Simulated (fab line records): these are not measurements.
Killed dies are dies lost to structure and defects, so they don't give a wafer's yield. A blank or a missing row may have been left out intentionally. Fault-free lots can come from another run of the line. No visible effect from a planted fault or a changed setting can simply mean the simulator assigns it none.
Matching of chambers || flow n5Finfet || 4 sister chambers for N5_MOL_CONTACT_COAG_VIA_ETCH_46 on rieDiel-05
The step etches SiO2 in C4F6/O2, target depth 46 nm, overetch 9.2 nm, time 40 s. 4 wafers are shown with their chamber, then 8 later ones without.

EACH WAFER AND ITS CHAMBER
{"wafer": "L081.1", "chamber": 1, "showerheadPlenumPTorr (Torr)": 2.98}
{"wafer": "L081.6", "chamber": 0, "showerheadPlenumPTorr (Torr)": 3.00}
{"wafer": "L082.6", "chamber": 2, "showerheadPlenumPTorr (Torr)": 2.76}
{"wafer": "L087.3", "chamber": 3, "showerheadPlenumPTorr (Torr)": 2.91}

WAFERS MISSING THEIR CHAMBER
{"wafer": "L087.4", "showerheadPlenumPTorr (Torr)": 2.99}
{"wafer": "L087.5", "showerheadPlenumPTorr (Torr)": 2.99}
{"wafer": "L092.1", "showerheadPlenumPTorr (Torr)": 2.99}
{"wafer": "L092.4", "showerheadPlenumPTorr (Torr)": 2.97}
{"wafer": "L092.6", "showerheadPlenumPTorr (Torr)": 2.99}
{"wafer": "L093.3", "showerheadPlenumPTorr (Torr)": 2.90}
{"wafer": "L093.4", "showerheadPlenumPTorr (Torr)": 2.75}
{"wafer": "L093.5", "showerheadPlenumPTorr (Torr)": 2.97}

WHICH CHAMBER EACH ONE RAN IN
{"wafer": "L087.4", "from the rows above": "can't be placed: 0 or 1", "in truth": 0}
{"wafer": "L087.5", "from the rows above": "can't be placed: 0 or 1", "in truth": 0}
{"wafer": "L092.1", "from the rows above": "can't be placed: 0 or 1", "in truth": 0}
{"wafer": "L092.4", "from the rows above": 1, "in truth": 1}
{"wafer": "L092.6", "from the rows above": "can't be placed: 0 or 1", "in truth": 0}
{"wafer": "L093.3", "from the rows above": 3, "in truth": 3}
{"wafer": "L093.4", "from the rows above": 2, "in truth": 2}
{"wafer": "L093.5", "from the rows above": 1, "in truth": 1}
Correctly placed: 4 of 8. These rows do not allow placing 4 (true chamber among the candidates in 4). 0 placed wrongly.
How it was worked out, from the rows above alone: a wafer's distance from a chamber is the root of the sum, over the readings, of the square of ((its reading less the chamber's mean) divided by the reading's scatter). The wafer belongs to the nearest chamber; if the next one is less than 2 further off, it can't be placed. A chamber's mean is the mean of its shown wafers. The scatter: root of mean squared gap, hidden wafer to nearest shown wafer, with one shown wafer a chamber.
